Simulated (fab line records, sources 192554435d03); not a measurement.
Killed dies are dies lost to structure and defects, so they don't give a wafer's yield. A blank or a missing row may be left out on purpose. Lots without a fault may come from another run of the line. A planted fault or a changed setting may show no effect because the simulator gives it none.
A struck lot beside a sound one | flow n5_finfet | 16 steps out of a route of 1938
Sound: wafers L167.2, L167.3, L167.6. Struck: wafers L162.2, L162.3, L162.5. The cause comes at the end.
At each step with rows: each side's tool, then ch and its chambers, then its first start. Under that, the readings that differ: sound wafers | struck wafers | difference of the means | sigmas: that difference in standard deviations of wafers without a fault.
alike: readings whose means differ by less than 2 such deviations, and words and numbers that are the same on both sides. not compared: withheld readings, readings that some wafer has no value for, bounds like >300 that may hide the same value, and numbers for which the record gives no deviation and whose values overlap.
The two part at a step that has a row with sigmas, a row that says differs or no value, or rows on one side only. Numbers that don't overlap but have no deviation are shown without sigmas and don't part them. A reading that every wafer of one side lacks parts them only if that side has two wafers or more.

N5_BEOL_M4_SPUTTER_90: material Cu, target thk 4.5 nm, time 8.29 s.
  sound on pvd_sputter-01, day 14 04:37; struck on pvd_sputter-02, day 14 00:50
  reading                | sound          | struck         | difference | sigmas
  throttle_valve_pct (%) | 32.0 30.8 32.2 | 29.8 28.7 28.8 | -2.6       | -2
N5_BEOL_M4_ANNEAL_91: time 240 s.
  sound on pvd_sputter-01, day 14 04:42; struck on pvd_sputter-02, day 14 00:55
  alike: heater_power_w
N5_BEOL_M4_SPUTTER_92: material Cu, target thk 4.5 nm, time 8.29 s.
  sound on pvd_sputter-01, day 14 04:50; struck on pvd_sputter-02, day 14 01:03
  reading                | sound          | struck         | difference | sigmas
  throttle_valve_pct (%) | 31.7 30.9 31.8 | 29.4 28.6 28.7 | -2.6       | -2
then, 2 steps without rows for these wafers: N5_BEOL_M4_ANNEAL_93 (time 240 s); N5_BEOL_M4_SPUTTER_94 (material Cu, target thk 4.5 nm, time 8.29 s).
N5_BEOL_M4_ANNEAL_95: time 240 s.
  sound on pvd_sputter-01, day 14 05:08; struck on pvd_sputter-02, day 14 01:21
  alike: heater_power_w
then, 2 steps without rows for these wafers: N5_BEOL_M4_SPUTTER_96 (material Cu, target thk 4.5 nm, time 8.29 s); N5_BEOL_M4_ECD_50 (material Cu, target thk 300 nm).
N5_BEOL_M4_ANNEAL_51: time 90 s.
  sound on rtp_anneal-02 ch 0, day 14 05:31; struck on rtp_anneal-01 ch 0, day 14 02:19
  alike: wafer_temp_C_max
then, 1 step without rows for these wafers: N5_BEOL_M4_CMP_52 (polishes, stops on SiOC, t overpolish 6.8 s, target thk 40 nm).
N5_BEOL_M4_THK_MEAS_53: measures by xrf.
  sound on film_metro-01, day 14 06:04; struck on film_metro-02, day 14 02:52
  alike: M4_THK
then, 1 step without rows for these wafers: N5_BEOL_M4_PRE_CLEAN_60 (time 15 s).
N5_BEOL_M4_CO_CAP_55: material Co, precursor CCTBA/H2, target thk 2 nm, time 102.1 s.
  sound on cvd_co-02 ch 1,2, day 14 06:08; struck on cvd_co-02 ch 0,1,2, day 14 02:57
  no value came back on the struck wafers for chamber_pressure_Torr (Torr), heater_power_outer_w (W), heater_power_w (W); on the sound wafers chamber_pressure_Torr (Torr) reads 30.02 30.15 30.03
then, 1 step without rows for these wafers: N5_BEOL_M4_PRE_CLEAN_56 (time 15 s).
N5_BEOL_M4_RC_MEAS_101:
  sound on prober-02 ch 0, day 14 06:32; struck on prober-02 ch 0, day 14 03:20
  alike: DIBL_N, DIBL_P, IOFF_N, IOFF_P, ION_N, ION_P, SS_N, SS_P, VT_N, VT_P
-- the record jumps here: 5 days lie between the struck wafers' starts before and after (it left off in module BEOL_M4 and takes up again in module PASSIVATION, whose first step shown is number 1936 of the route) --
N5_PASSIVATION_PROBE_49:
  sound on prober-01, day 19 00:45; struck on prober-01, day 19 01:06
  alike: defect_limited_yield, killed_at_M0_to_M3, killed_at_M4_up, killed_at_contacts, killed_at_front_end, killed_at_other, killed_dies, killed_open, killed_short, sort_bin_5_function, sort_bin_6_memory, sort_n_pass, sort_yield_pct

WHERE THEY PART
First at N5_BEOL_M4_SPUTTER_90; last, within this record, at N5_BEOL_M4_CO_CAP_55. Later steps at which nothing parts them and some readings are alike: N5_BEOL_M4_RC_MEAS_101, N5_PASSIVATION_PROBE_49.

WHY: what the simulator had put in
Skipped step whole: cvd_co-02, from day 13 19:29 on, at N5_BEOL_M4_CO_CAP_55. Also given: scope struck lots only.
